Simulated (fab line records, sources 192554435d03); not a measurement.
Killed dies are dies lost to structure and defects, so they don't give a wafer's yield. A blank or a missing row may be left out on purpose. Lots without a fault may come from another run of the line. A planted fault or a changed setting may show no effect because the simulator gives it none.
fab line records | flow n5_finfet
record lots=11 wafers=33 last_day=18
route steps=1938 shown BEOL_M14@1734 PASSIVATION@1936
lots that met no fault: from a run of the same line without faults
start_h: hours from the record's first day to the start of the lot's first wafer shown | wait_h: hours since the lot's step before | " the same as in the row above | L1.1+2: a row that stands for several wafers | - no value, or no start given | * or withheld: withheld | < > ~ a bound
route shown NAME@n: a module of which the file shows steps, and the number in the route of the first | usual: mean/standard deviation of fault-free wafers | same: alike in all rows | chamber/n: place in a boat | sites: the reading at each site | _std_site: their standard deviation | _edge_site: outer sites' mean less inner sites' | radius_mm: how far each site lies from the wafer's centre | mask NAME#n: copy n | behind: the tool/chamber that last shaped the wafer | hold: why the lot was held/for how many hours/how that ended | device: the transistor (n, p or np) that didn't switch | end of line: the same wafers' tests at the end of the route | a step without rows: its recipe alone | killed: dies lost to structure and defects at the first sort, not the wafer's yield | map: a wafer's dies, x killed, . not, _ none there
set.NAME: the setting as run; set.NAME@STEP: as run at that earlier step | model.NAME: the simulator's own value behind a step, which no gauge read
steps of the route over a sample of lots; a table a step, a row a wafer
services: from which hour (start_h, from the record's first day; less than 0 if before it) a tool's chamber was out of use, for how many hours, and why
## steps
# step N5_BEOL_M14_STRIP_71
# recipe chemistry=post_etch_residue_remover time_s=60 temp_c=25 remover_ph=withheld remover_water_wt_pct=withheld remover_fluoride_wt_pct=withheld
# columns lot.wafer tool chamber start_h wait_h
L795.1+3+6 wet_bench-01 4,1,2 249.02 -
L796.3+4+6 wet_bench-02 2,4,6 251.49 -
L798.3+4+5 wet_bench-05 2,7,6 264.25 -
L799.1+4+5 wet_bench-02 6,0,4 267.45 -
L803.1+3+4 wet_bench-02 2,1,6 290.56 -
L809.2+3+4 wet_bench-05 7,2,6 322.07 -
L812.4+5+6 wet_bench-05 4,5,6 368.44 -
L814.1+2+4 wet_bench-05 4,0,3 379.32 -
L817.2+3+5 wet_bench-02 5,4,0 380.69 -
L815.2+3+6 wet_bench-05 5,6,7 381.16 -
L816.3+4+5 wet_bench-01 0,2,6 405.38 -
# step N5_BEOL_M14_CD_MEAS_28
# recipe target_cd_nm=284.4 landing_energy_ev=500 detector=se_inlens
# usual cd_nm=284.0/1.8
# columns lot.wafer tool chamber start_h wait_h cd_nm
L795.1 cd_sem-01 0 249.40 - 286.4
L795.3 " 0 " " 285.2
L795.6 " 0 " " 289.0
L796.3 cd_sem-02 0 251.87 - 283.2
L796.4 " 0 " " 286.5
L796.6 " 0 " " 285.4
L798.3 cd_sem-02 0 264.76 - 284.2
L798.4 " 0 " " 283.9
L798.5 " 0 " " 284.6
L799.1 cd_sem-01 0 267.83 - 284.8
L799.4 " 0 " " 283.8
L799.5 " 0 " " 282.2
L803.1 cd_sem-01 0 291.07 - 283.1
L803.3 " 0 " " 285.9
L803.4 " 0 " " 285.9
L809.2 cd_sem-01 0 322.45 - 282.4
L809.3 " 0 " " 280.0
L809.4 " 0 " " 280.4
L812.4 cd_sem-02 0 368.96 - 283.1
L812.5 " 0 " " 285.5
L812.6 " 0 " " 285.4
L814.1 cd_sem-03 0 379.83 - 285.8
L814.2 " 0 " " 283.4
L814.4 " 0 " " 284.2
L817.2 cd_sem-01 0 381.08 - 282.3
L817.3 " 0 " " 281.4
L817.5 " 0 " " 283.3
L815.2 cd_sem-03 0 381.68 - 283.8
L815.3 " 0 " " 286.6
L815.6 " 0 " " 286.1
L816.3 cd_sem-03 0 405.90 - 285.0
L816.4 " 0 " " 284.5
L816.5 " 0 " " 286.4
# step N5_BEOL_M14_INSPECT_30
# recipe mode=adi inspect_instrument=macro
# usual raw_defect_count=2.3/1.6
# columns lot.wafer tool chamber start_h wait_h raw_defect_count
L795.1 defect_inspect-02 - 249.46 0.0 3
L795.3 " - " " 1
L795.6 " - " " 1
L796.3 defect_inspect-02 - 251.93 0.0 3
L796.4 " - " " 2
L796.6 " - " " 2
L798.3 defect_inspect-02 - 264.82 0.0 1
L798.4 " - " " 0
L798.5 " - " " 1
L799.1 defect_inspect-02 - 267.88 0.0 >300
L799.4 " - " " >300
L799.5 " - " " >300
L803.1 defect_inspect-01 - 291.12 0.0 >300
L803.3 " - " " >300
L803.4 " - " " >300
L809.2 defect_inspect-02 - 322.51 0.0 6
L809.3 " - " " 3
L809.4 " - " " 1
L812.4 defect_inspect-01 - 369.01 0.0 1
L812.5 " - " " 2
L812.6 " - " " 2
L814.1 defect_inspect-02 - 379.88 0.0 2
L814.2 " - " " 3
L814.4 " - " " 3
L817.2 defect_inspect-02 - 381.13 0.0 3
L817.3 " - " " 3
L817.5 " - " " 1
L815.2 defect_inspect-02 - 381.73 0.0 3
L815.3 " - " " 2
L815.6 " - " " 1
L816.3 defect_inspect-02 - 405.95 0.0 2
L816.4 " - " " 3
L816.5 " - " " 1
# step N5_BEOL_M14_DESCUM_33
# recipe chemistry=O2 time_s=7.9 source_power_w=50 bias_power_w=20 pressure_mtorr=20 rf_frequency_hz=2.712e+07 temp_c=40 o2_flow_sccm=225
# usual bias_power_w=20.00/0.059 drypump_motor_current_A=5.6/0.41 oes_product_au=0.80/0.081 rf_vpp_V=243.8/0.97 showerhead_plenum_p_Torr=2.14/0.039 throttle_valve_pct=20.38/0.21
# columns lot.wafer tool chamber start_h wait_h bias_power_w drypump_motor_current_A oes_product_au rf_hours_counter_h rf_vpp_V showerhead_plenum_p_Torr throttle_valve_pct
L795.1 rie_diel-01 0 249.67 0.2 20.06 6.4 0.72 212 244.5 2.16 20.40
L795.3 " 1 " " 20.20 5.7 0.75 137 245.5 2.19 20.42
L795.6 " 2 " " 19.94 5.2 0.90 - 243.8 2.15 20.63
L796.3 rie_diel-01 1 251.98 0.0 19.93 5.7 0.75 - 245.2 2.19 20.43
L796.4 " 0 " " 19.96 6.3 0.71 - 244.6 2.16 20.40
L796.6 " 0 " " 20.08 6.4 0.71 - 244.7 2.16 20.40
L798.3 rie_diel-01 0 264.85 0.0 20.09 6.4 0.71 221 243.9 2.16 20.40
L798.4 " 2 " " 20.08 5.2 0.90 - 243.8 2.15 20.60
L798.5 " 1 " " 19.96 5.7 0.74 - 244.2 2.19 20.41
L799.1 rie_diel-01 1 267.92 0.0 20.02 5.7 0.75 148 243.7 2.19 20.40
L799.4 " 0 " " 20.00 6.3 0.72 - 244.0 2.16 20.42
L799.5 " 1 " " 20.01 5.7 0.74 - 245.5 2.19 20.40
L803.1 rie_diel-05 2 291.30 0.2 19.97 5.9 0.87 28 244.8 2.12 20.21
L803.3 " 0 " " 19.97 6.4 0.69 243 244.3 2.14 20.20
L803.4 " 0 " " 19.95 6.4 0.69 - 244.8 2.14 20.22
L809.2 rie_diel-03 0 322.90 0.4 19.99 5.9 0.82 87 244.2 2.20 20.35
L809.3 " 1 " " 20.03 5.3 0.79 93 242.8 2.13 20.55
L809.4 " 2 " " 20.07 5.3 0.91 - 241.0 2.15 19.88
L812.4 rie_diel-01 0 369.06 0.0 20.04 6.3 0.68 - 243.9 2.15 20.46
L812.5 " 2 " " 19.95 5.2 0.83 - 243.5 2.13 20.70
L812.6 " 1 " " 20.05 5.7 0.71 - 244.1 2.17 20.47
L814.1 rie_diel-03 1 380.15 0.3 19.96 5.3 0.78 116 242.5 2.12 20.59
L814.2 " 2 " " 20.00 5.3 0.87 40 242.6 2.14 19.89
L814.4 " 0 " " 20.04 5.9 0.80 110 245.1 2.19 20.38
L817.2 rie_diel-03 2 381.70 0.6 20.02 5.3 0.87 40 243.8 2.14 19.90
L817.3 " 0 " " 19.91 5.8 0.80 111 246.6 2.19 20.38
L817.5 " 1 " " 19.95 5.3 0.77 - 243.2 2.12 20.61
L815.2 rie_diel-01 1 381.97 0.2 19.96 5.7 0.71 197 243.1 2.17 20.48
L815.3 " 1 " " 20.04 5.7 0.71 - 245.9 2.17 20.50
L815.6 " 1 " " 19.98 5.7 0.71 - 244.5 2.17 20.49
L816.3 rie_diel-03 3 405.99 0.0 20.06 5.2 0.92 14 244.5 2.14 20.03
L816.4 " 0 " " 20.04 5.8 0.80 120 245.4 2.19 20.39
L816.5 " 2 " " 19.98 5.3 0.86 - 243.4 2.14 19.92
# step N5_BEOL_M14_DEGAS_41
# recipe ambient=vacuum temp_c=300 time_s=60
# usual heater_power_w=477/39
# columns lot.wafer tool chamber start_h wait_h heater_power_w
L795.1 pvd_sputter-03 - 252.24 1.5 498
L795.3 " - " " 468
L795.6 " - " " 464
L796.3 pvd_sputter-02 - 253.31 0.0 514
L796.4 " - " " 453
L796.6 " - " " 449
L798.3 pvd_sputter-02 - 268.06 0.4 439
L798.4 " - " " 491
L798.5 " - " " 510
L799.1 pvd_sputter-02 - 268.94 0.1 443
L799.4 " - " " 433
L799.5 " - " " 472
L803.1 pvd_sputter-03 - 292.99 0.2 461
L803.3 " - " " 491
L803.4 " - " " 402
L809.2 pvd_sputter-01 - 324.03 0.3 513
L809.3 " - " " 493
L809.4 " - " " 553
L812.4 pvd_sputter-02 - 375.56 2.8 500
L812.5 " - " " 494
L812.6 " - " " 472
L814.1 pvd_sputter-02 - 382.02 0.2 441
L814.2 " - " " 511
L814.4 " - " " 492
L817.2 pvd_sputter-02 - 382.64 0.0 438
L817.3 " - " " 507
L817.5 " - " " 440
L815.2 pvd_sputter-03 - 385.65 0.3 493
L815.3 " - " " 520
L815.6 " - " " 520
L816.3 pvd_sputter-02 - 411.90 0.3 508
L816.4 " - " " 443
L816.5 " - " " 491
# step N5_PASSIVATION_PROBE_49
# usual defect_limited_yield=91.1/1.3 killed_at_M0_to_M3=35/11 killed_at_M4_up=13/5.4 killed_at_contacts=14/6.5 killed_at_front_end=41/11 killed_at_other=4/3.1 killed_dies=106/15 killed_open=69/12 killed_short=35/7 sort_bin_5_function=5.2/0.86 sort_bin_6_memory=3.4/0.64 sort_n_pass=1074/15 sort_yield_pct=91.0/1.3
# same gross_dies=1180 killed_at_back_side=0 sort_bin_4_leakage[%]=0 sort_bin_8_speed[%]=0
# columns lot.wafer tool chamber start_h wait_h defect_limited_yield[%] killed_at_M0_to_M3 killed_at_M4_up killed_at_contacts killed_at_front_end killed_at_other killed_dies killed_open killed_short sort_bin_5_function[%] sort_bin_6_memory[%] sort_n_pass sort_yield_pct[%]
L796.3 prober-01 - 277.93 0.1 91.0 36 11 5 51 3 106 68 36 4.7 4.0 1074 91.0
L796.4 prober-01 - 277.98 0.2 90.8 40 8 7 53 1 109 69 37 4.8 4.1 1071 90.8
L796.6 prober-01 - 278.08 0.3 89.8 31 18 5 66 0 120 77 40 5.8 3.5 1060 89.8
L799.1 prober-01 - 293.44 0.0 80.4 36 153 10 30 2 231 55 30 13.6 3.7 949 80.4
L799.4 prober-01 - 293.59 0.2 82.1 49 127 6 26 3 211 52 42 10.8 4.2 969 82.1
L799.5 prober-01 - 293.64 0.2 81.1 36 137 17 33 0 223 58 34 11.9 3.8 957 81.1
L798.3 prober-02 - 293.54 0.1 92.5 27 10 8 39 4 88 57 28 4.7 2.5 1092 92.5
L798.4 prober-02 - 293.59 0.2 90.9 39 17 18 27 6 107 65 41 4.7 3.9 1073 90.9
L798.5 prober-02 - 293.64 0.2 90.2 43 16 10 41 6 116 71 42 6.0 3.6 1064 90.2
L803.1 prober-01 - 315.95 0.0 82.7 19 135 14 33 3 204 52 23 10.5 3.9 976 82.7
L803.3 prober-01 - 316.05 0.1 81.8 25 132 11 43 4 215 53 29 11.4 4.4 965 81.8
L803.4 prober-01 - 316.10 0.2 80.8 19 141 14 46 6 226 54 36 11.7 4.6 954 80.8
L809.2 prober-01 - 348.80 0.1 89.2 56 16 20 32 4 128 80 45 7.2 3.5 1052 89.2
L809.3 prober-01 - 348.85 0.1 89.2 49 11 23 36 9 128 81 43 6.4 4.0 1052 89.2
L809.4 prober-01 - 348.90 0.2 88.8 46 5 21 53 7 132 89 41 6.2 4.4 1048 88.8
L815.2 prober-02 - 413.30 0.1 91.7 49 5 10 34 0 98 57 41 4.9 3.2 1082 91.7
L815.3 prober-02 - 413.35 0.1 89.3 57 7 9 49 4 126 80 45 6.0 4.5 1054 89.3
L815.6 prober-02 - 413.50 0.3 91.3 51 13 18 15 6 103 61 42 4.2 4.2 1077 91.3
# killed by level:class
L796.3 FIN_SAQP:geometric_particle:open=11 BEOL_M0_SAQP:geometric_particle:open=9 FIN_SAQP:geometric_particle:short=8 BEOL_M3:geometric_particle:open=8 GATE_CUT:geometric_particle:open=5 DUMMY_GATE:geometric_particle:open=5 BEOL_M2:geometric_particle:open=5 BEOL_M4:geometric_particle:open=5
L796.4 FIN_SAQP:geometric_particle:open=22 FIN_SAQP:geometric_particle:short=11 GATE_CUT:geometric_particle:short=8 BEOL_M3:geometric_particle:open=7 BEOL_M0:geometric_particle:open=6 BEOL_M4:geometric_particle:open=5 BEOL_M0_SAQP:geometric_particle:short=5 BEOL_M0_SAQP:geometric_particle:open=5
L796.6 FIN_SAQP:geometric_particle:short=18 FIN_SAQP:geometric_particle:open=18 BEOL_M4:geometric_particle:open=13 BEOL_M3:geometric_particle:open=11 STI_FIN_REVEAL:geometric_particle:open=7 MOL_CONTACT_COAG:geometric_particle:open=5 DUMMY_GATE:geometric_particle:open=4 ILD0:geometric_particle:open=4
L799.1 BEOL_M14:unspecified=146 BEOL_M1:geometric_particle:open=11 BEOL_M0_SAQP:geometric_particle:short=10 MOL_CONTACT_COAG:geometric_particle:open=9 STI_FIN_REVEAL:geometric_particle:open=7 SPACER0:geometric_particle:short=6 BEOL_M0_SAQP:geometric_particle:open=6 BEOL_M3:geometric_particle:open=5
L798.3 FIN_SAQP:geometric_particle:short=10 STI_FIN_REVEAL:geometric_particle:open=9 FIN_SAQP:geometric_particle:open=8 BEOL_M0_SAQP:geometric_particle:short=7 MOL_CONTACT_COAG:geometric_particle:open=6 BEOL_M0_SAQP:geometric_particle:open=5 BEOL_M2:geometric_particle:open=5 BEOL_M4:geometric_particle:open=5
L798.4 MOL_CONTACT_COAG:geometric_particle:open=14 FIN_SAQP:geometric_particle:short=8 BEOL_M5:geometric_particle:open=8 BEOL_M2:geometric_particle:open=7 BEOL_M0_SAQP:geometric_particle:short=6 BEOL_M3:geometric_particle:short=6 BEOL_M0:geometric_particle:open=5 GATE_CUT:geometric_particle:short=4
L799.4 BEOL_M14:unspecified=115 BEOL_M3:geometric_particle:short=12 BEOL_M0_SAQP:geometric_particle:open=7 BEOL_M3:geometric_particle:open=7 FIN_SAQP:geometric_particle:short=6 BEOL_M1:geometric_particle:open=6 BEOL_M4:geometric_particle:open=6 FIN_SAQP:geometric_particle:open=5
L798.5 FIN_SAQP:geometric_particle:open=12 BEOL_M0_SAQP:geometric_particle:short=12 BEOL_M2:geometric_particle:open=10 GATE_CUT:geometric_particle:short=8 BEOL_M0:geometric_particle:open=7 BEOL_M4:geometric_particle:open=7 BEOL_M0_SAQP:geometric_particle:open=6 FIN_SAQP:geometric_particle:short=5
L799.5 BEOL_M14:unspecified=131 MOL_CONTACT_COAG:geometric_particle:open=17 BEOL_M0_SAQP:geometric_particle:open=7 BEOL_M1:geometric_particle:open=6 BEOL_M3:geometric_particle:open=6 GATE_CUT:geometric_particle:short=5 BEOL_M0_SAQP:geometric_particle:short=5 BEOL_M3:geometric_particle:short=5
L803.1 BEOL_M14:unspecified=127 FIN_SAQP:geometric_particle:open=14 MOL_CONTACT_COAG:geometric_particle:open=9 BEOL_M0_SAQP:geometric_particle:open=6 GATE_CUT:geometric_particle:short=4 MOL_CONTACT_COAG:geometric_particle:short=4 BEOL_M0_SAQP:geometric_particle:short=4 BEOL_M3:geometric_particle:open=4
L803.3 BEOL_M14:unspecified=129 STI_FIN_REVEAL:geometric_particle:open=14 MOL_CONTACT_COAG:geometric_particle:open=8 GATE_CUT:geometric_particle:short=5 BEOL_M0_SAQP:geometric_particle:open=5 FIN_SAQP:geometric_particle:short=4 STI_FIN_REVEAL:geometric_particle:short=4 BEOL_M0_SAQP:geometric_particle:short=4
L803.4 BEOL_M14:unspecified=135 MOL_CONTACT_COAG:geometric_particle:open=11 FIN_SAQP:geometric_particle:short=9 STI_FIN_REVEAL:geometric_particle:open=8 FIN_SAQP:geometric_particle:open=6 BEOL_M3:geometric_particle:open=6 BEOL_M0_SAQP:geometric_particle:open=4 BEOL_M0_SAQP:geometric_particle:short=4
L809.2 MOL_CONTACT_COAG:geometric_particle:open=14 BEOL_M0_SAQP:geometric_particle:short=12 BEOL_M0_SAQP:geometric_particle:open=12 BEOL_M1:geometric_particle:open=9 STI_FIN_REVEAL:geometric_particle:open=8 FIN_SAQP:geometric_particle:short=7 BEOL_M3:geometric_particle:open=6 BEOL_M4:geometric_particle:open=6
L809.3 MOL_CONTACT_COAG:geometric_particle:open=18 BEOL_M1:geometric_particle:open=18 BEOL_M3:geometric_particle:open=9 STI_FIN_REVEAL:geometric_particle:open=8 BEOL_M0_SAQP:geometric_particle:open=7 STI_FIN_REVEAL:geometric_particle:short=5 MOL_CONTACT_COAG:geometric_particle:short=5 BEOL_M0_SAQP:geometric_particle:short=5
L809.4 MOL_CONTACT_COAG:geometric_particle:open=19 STI_FIN_REVEAL:geometric_particle:open=18 BEOL_M1:geometric_particle:open=14 FIN_SAQP:geometric_particle:open=9 FIN_SAQP:geometric_particle:short=9 BEOL_M0_SAQP:geometric_particle:short=8 BEOL_M0_SAQP:geometric_particle:open=7 BEOL_M1:geometric_particle:short=5
L815.2 BEOL_M0_SAQP:geometric_particle:open=16 FIN_SAQP:geometric_particle:short=10 STI_FIN_REVEAL:geometric_particle:open=8 BEOL_M1:geometric_particle:open=8 MOL_CONTACT_COAG:geometric_particle:open=7 STI_FIN_REVEAL:geometric_particle:short=6 BEOL_M0_SAQP:geometric_particle:short=6 BEOL_M1:geometric_particle:short=5
L815.3 STI_FIN_REVEAL:geometric_particle:open=14 FIN_SAQP:geometric_particle:short=12 BEOL_M0_SAQP:geometric_particle:short=11 BEOL_M0_SAQP:geometric_particle:open=10 BEOL_M2:geometric_particle:open=10 FIN_SAQP:geometric_particle:open=9 BEOL_M1:geometric_particle:open=8 BEOL_M3:geometric_particle:open=7
L815.6 MOL_CONTACT_COAG:geometric_particle:open=16 BEOL_M0_SAQP:geometric_particle:short=12 BEOL_M0_SAQP:geometric_particle:open=8 BEOL_M1:geometric_particle:open=8 BEOL_M2:geometric_particle:open=8 BEOL_M3:geometric_particle:short=6 BEOL_M4:geometric_particle:open=6 FIN_SAQP:geometric_particle:short=4
## services
# columns tool chamber start_h hours kind
rie_diel-05 - 228.13 0.4 repair
rie_diel-01 3 235.05 61.9 repair
rie_diel-03 2 254.30 - clean
rie_diel-03 2 254.30 - consumable_replace:focus_ring
rie_diel-03 2 254.30 22.5 scheduled_down
rie_diel-03 2 254.30 22.5 vent_cycle
rie_diel-05 2 271.67 4.7 repair
rie_diel-01 0 275.58 5.2 repair
rie_diel-05 1 291.08 6.5 repair
rie_diel-03 1 302.27 7.5 repair
rie_diel-05 0 309.54 - clean
rie_diel-03 3 315.27 - clean
rie_diel-03 3 315.27 - consumable_replace:focus_ring
rie_diel-03 3 315.27 38.3 scheduled_down
rie_diel-03 3 315.27 38.3 vent_cycle
rie_diel-01 0 317.42 11.6 repair
rie_diel-01 3 320.48 100.8 repair
rie_diel-03 2 326.80 3.5 repair
rie_diel-05 1 347.17 6.4 repair
rie_diel-03 3 360.01 6.0 repair
rie_diel-01 0 381.53 9.7 repair
rie_diel-01 - 386.22 3.8 repair
pvd_sputter-01 - 389.72 7.3 repair
rie_diel-05 - 406.30 28.1 pm
## key
first_sign step=N5_BEOL_M14_INSPECT_30 reading=raw_defect_count direction=up sigmas=99+ usual=2.3 struck=>300
effect step=N5_PASSIVATION_PROBE_49 reading=killed_at_M4_up direction=up sigmas=23 usual=13 struck=138
more_kills_born_at N5_BEOL_M14_STRIP_71@wet_bench-02=783
met_at N5_BEOL_M14_STRIP_71
struck_lots L799,L803
not_acting_at N5_BEOL_M14_CD_MEAS_28,N5_BEOL_M14_DESCUM_33,N5_BEOL_M14_DEGAS_41
onset_between 251.49 267.45
fault kind=chamber_particle_source tool=wet_bench-02 chamber=- onset_h=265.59 steps=N5_BEOL_M14_STRIP_71 rate_per_visit_cm2=1.0488 end_h=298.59
